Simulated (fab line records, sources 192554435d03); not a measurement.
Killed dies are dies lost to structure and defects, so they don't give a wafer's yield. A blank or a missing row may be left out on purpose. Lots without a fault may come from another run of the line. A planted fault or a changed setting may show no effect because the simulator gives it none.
Split-lot experiment | flow n5_finfet | 7 lots, 21 wafers read, on a route of 1938 steps

THE SPLIT
At N5_BEOL_M13_SPUTTER_43 (material TaN, target thk 15 nm, time 24.19 s), the setting time_s was moved away from the recipe's 24.19 s on 5 of the 21 wafers read, by -13.9% to +5.8%. The other wafers ran this setting at the recipe's value.

The reading is taken at the split's own step.

THE READING
TaN_of_BEOL_M13_SPUTTER_43.thk_nm (the simulator's own value, which no gauge read), in nm, at N5_BEOL_M13_SPUTTER_43 (material TaN, target thk 15 nm, time 24.19 s). The file gives no usual value for it. The 16 wafers here that ran the recipe average 14.9 nm, standard deviation 0.24 nm.

wafer  | tool, chamber at the split | time_s as run, s | against the recipe | TaN_of_BEOL_M13_SPUTTER_43.thk_nm, nm | against lot-mates on the recipe
L081.1 | pvd_sputter-03, -          | 21.97            | -9.2%              | 13.6                                  | -1.2
L081.3 | pvd_sputter-03, -          | 21.97            | -9.2%              | 13.4                                  | -1.4
L081.4 | pvd_sputter-03, -          | 24.19            | recipe             | 14.8                                  | -
L080.2 | pvd_sputter-03, -          | 24.19            | recipe             | 15                                    | -
L080.6 | pvd_sputter-03, -          | 24.19            | recipe             | 15                                    | -
L080.4 | pvd_sputter-03, -          | 20.83            | -13.9%             | 12.6                                  | -2.4
L082.2 | pvd_sputter-01, -          | 24.19            | recipe             | 14.8                                  | -
L082.3 | pvd_sputter-01, -          | 24.19            | recipe             | 14.8                                  | -
L082.5 | pvd_sputter-01, -          | 25.6             | +5.8%              | 15.6                                  | +0.8
L088.1 | pvd_sputter-01, -          | 24.19            | recipe             | 14.8                                  | -
L088.3 | pvd_sputter-01, -          | 24.19            | recipe             | 14.6                                  | -
L088.5 | pvd_sputter-01, -          | 24.19            | recipe             | 14.4                                  | -
L091.2 | pvd_sputter-02, -          | 25.3             | +4.6%              | 16                                    | +1.0
L091.3 | pvd_sputter-02, -          | 24.19            | recipe             | 14.6                                  | -
L091.4 | pvd_sputter-02, -          | 24.19            | recipe             | 15.4                                  | -
L094.1 | pvd_sputter-02, -          | 24.19            | recipe             | 15                                    | -
L094.3 | pvd_sputter-02, -          | 24.19            | recipe             | 15.2                                  | -
L094.5 | pvd_sputter-02, -          | 24.19            | recipe             | 15.2                                  | -
L097.3 | pvd_sputter-01, -          | 24.19            | recipe             | 14.8                                  | -
L097.4 | pvd_sputter-01, -          | 24.19            | recipe             | 14.8                                  | -
L097.6 | pvd_sputter-01, -          | 24.19            | recipe             | 15                                    | -

THE FIT
A straight line over all 21 wafers: TaN_of_BEOL_M13_SPUTTER_43.thk_nm changes by +0.16 nm for each +1% of time_s; r = +0.95; the points scatter about the line by 0.25 nm.
The same after taking each lot's own level away (the mean of its wafers on the recipe; 21 wafers): +0.16 nm for each +1%; r = +0.97; scatter 0.18 nm.
On that fit, the largest move of time_s shifts the reading by 2.2 nm.
The lots' own levels span 14.60 to 15.13 nm, that is 2.2 times the standard deviation above.
So the lot-to-lot level changes the slope little: the two slopes agree.
Check: with one of the wafers moved furthest among these (-13.9%) left out of the fit, the line predicts -2.05 nm for it against its lot-mates. It came out at -2.4 nm against them.

OTHER SPLITS ON THESE WAFERS
These wafers also went through other splits before the reading. Each is held against what the fit with the lots' levels taken away leaves over:
other split on the same wafers | wafers away from the commonest value | r with TaN_of_BEOL_M13_SPUTTER_43.thk_nm (lot level and that fit taken away)
N5_BEOL_M11_COAT_22 spin_rpm   | 6                                    | -0.01
N5_BEOL_M11_ETCH_66 time_s     | 9                                    | +0.25
N5_BEOL_M12_COAT_65 spin_rpm   | 9                                    | -0.34

THE FILE'S OWN FIT
TaN_of_BEOL_M13_SPUTTER_43.thk_nm changes by +0.164 nm for each +1% of time_s, r = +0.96.
